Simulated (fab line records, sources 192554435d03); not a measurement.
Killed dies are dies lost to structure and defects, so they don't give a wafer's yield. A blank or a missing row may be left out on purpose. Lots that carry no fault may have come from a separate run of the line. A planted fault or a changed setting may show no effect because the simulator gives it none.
One fault through the eyes of 3 desks || flow n5Finfet || numbers are kept per desk, each desk with only its own; the story behind them comes last

## THE DEFECT DESK
Inspection counts along the route, by lot: the mean over sampled wafers that carry a number. Any lot whose mean is over 4 standard deviations away from the usual mean is out of limits and marked OUT; that distance is given in the brackets.
Columns: A = rawDefectCount at N5_BEOL_M1_INSPECT_59, usual 77; B = rawDefectCount at N5_BEOL_M2_INSPECT_13, usual 436; C = rawDefectCount at N5_BEOL_M2_INSPECT_30, usual 439
{"lot": "L115", "first seen here": "day 8 07:37", "A": "222 (+5.6) OUT", "B": 584, "C": 590}
{"lot": "L116", "first seen here": "day 8 17:10", "A": "217 (+5.4) OUT", "B": 644, "C": 655}
{"lot": "L117", "first seen here": "day 8 20:32", "A": "250 (+6.7) OUT", "B": 610, "C": 622}
{"lot": "L126", "first seen here": "day 11 02:55", "A": 82, "B": 398, "C": 397}
{"lot": "L127", "first seen here": "day 11 05:43", "A": 152, "B": 511, "C": 523}
{"lot": "L128", "first seen here": "day 11 10:22", "A": 45, "B": 397, "C": 392}
{"lot": "L129", "first seen here": "day 11 18:03", "A": 49, "B": 352, "C": 347}
{"lot": "L130", "first seen here": "day 11 23:01", "A": 53, "B": 388, "C": 390}
This desk's finding: out of limits on L115, L116, L117; first on L115, day 8 07:37 (rawDefectCount at N5_BEOL_M1_INSPECT_59). L126, L127, L128, L129, L130 stayed within limits.

## THE METROLOGY DESK
Means of the sampled wafers that have a number, per lot and without regard to the tool the lot ran on: this is what the gauges read. Any lot whose mean is over 4 standard deviations away from the usual mean is out of limits and marked OUT; that distance is given in the brackets. It has 10 readings; the 7 that lie furthest out on some lot are the ones shown.
Columns: A = DIBL_P at N5_BEOL_M4_RC_MEAS_101, usual 36.0 mV/V; B = IOFF_N at N5_BEOL_M4_RC_MEAS_101, usual 0.16 nA/um; C = IOFF_P at N5_BEOL_M4_RC_MEAS_101, usual 0.21 nA/um; D = ION_N at N5_BEOL_M4_RC_MEAS_101, usual 671 uA/um; E = ION_P at N5_BEOL_M4_RC_MEAS_101, usual 460 uA/um; F = SS_N at N5_BEOL_M4_RC_MEAS_101, usual 71.5 mV/dec; G = SS_P at N5_BEOL_M4_RC_MEAS_101, usual 73.2 mV/dec
{"lot": "L115", "first seen here": "day 9 14:58", "A": 33.2, "B": 0.13, "C": 0.15, "D": 665, "E": 451, "F": 71.0, "G": 72.8}
{"lot": "L116", "first seen here": "day 10 01:07", "A": 35.9, "B": 0.16, "C": 0.20, "D": 674, "E": 459, "F": 71.7, "G": 73.8}
{"lot": "L117", "first seen here": "day 10 06:10", "A": 31.2, "B": 0.10, "C": 0.14, "D": 649, "E": 447, "F": 70.5, "G": 71.4}
{"lot": "L126", "first seen here": "day 12 10:28", "A": 38.8, "B": 0.22, "C": 0.28, "D": 691, "E": 469, "F": 72.3, "G": 74.2}
{"lot": "L127", "first seen here": "day 12 16:28", "A": 37.2, "B": 0.17, "C": 0.23, "D": 682, "E": 465, "F": 71.6, "G": 73.2}
{"lot": "L128", "first seen here": "day 12 19:54", "A": 37.6, "B": 0.16, "C": 0.23, "D": 671, "E": 463, "F": 72.0, "G": 73.7}
{"lot": "L129", "first seen here": "day 13 03:22", "A": 36.0, "B": 0.17, "C": 0.22, "D": 672, "E": 465, "F": 71.5, "G": 73.3}
{"lot": "L130", "first seen here": "day 13 12:14", "A": 34.2, "B": 0.13, "C": 0.18, "D": 664, "E": 458, "F": 71.1, "G": 72.8}
This desk found nothing out of limits on any of the 8 lots.

## TOOL OWNER'S DESK, cmp-02
The tool's own readings at N5_BEOL_M1_CMP_52 (polishes, stops on SiOC, t overpolish 6.8 s, target thk 40 nm): means of the sampled wafers that have a number, for each lot that ran on this tool. Any lot whose mean is over 4 standard deviations away from the usual mean is out of limits and marked OUT; that distance is given in the brackets.
Columns: A = barrierFieldEndpointS at N5_BEOL_M1_CMP_52, usual 24.5 s; B = motorCurrentA at N5_BEOL_M1_CMP_52, usual 6.1 A; C = overpolishRunS at N5_BEOL_M1_CMP_52, usual 6.801 s; D = slurryFilterDpKPa at N5_BEOL_M1_CMP_52, usual 13.51 kPa; E = timeToEndpointS at N5_BEOL_M1_CMP_52, usual 63 s
{"lot": "L115", "first seen here": "day 8 07:04", "A": 25.5, "B": 6.0, "C": 6.807, "D": 13.57, "E": 66}
{"lot": "L116", "first seen here": "day 8 16:37", "A": 23.9, "B": 5.9, "C": 6.797, "D": 13.48, "E": 62}
{"lot": "L117", "first seen here": "day 8 20:02", "A": 23.9, "B": 5.8, "C": 6.803, "D": 13.51, "E": 63}
{"lot": "L128", "first seen here": "day 11 09:46", "A": 25.0, "B": 6.0, "C": 6.807, "D": 13.60, "E": 61}
{"lot": "L130", "first seen here": "day 11 22:26", "A": 24.7, "B": 5.7, "C": 6.790, "D": 13.45, "E": 65}
This desk found nothing out of limits on any of the 5 lots.

## ALL TOGETHER
The defect desk could have raised an alarm at day 8 07:37, on L115, L116, L117.
At the metrology desk, nothing out of limits was observed.
The tool owner's desk saw nothing out of limits.
The metrology desk has L115, L116, L117 on record, within its limits.
On record at the tool owner's desk: L115, L116, L117, within its limits.
N5_BEOL_M1_CMP_52 was run on cmp-02 by each of the lots named.

## WHAT HAD BEEN PUT IN BY THE SIMULATOR
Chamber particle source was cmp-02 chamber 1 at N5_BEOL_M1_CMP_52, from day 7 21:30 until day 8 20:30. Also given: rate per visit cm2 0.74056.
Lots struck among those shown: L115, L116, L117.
Hours from the fault's start to each desk's first reading out of limits: the defect desk, 10.
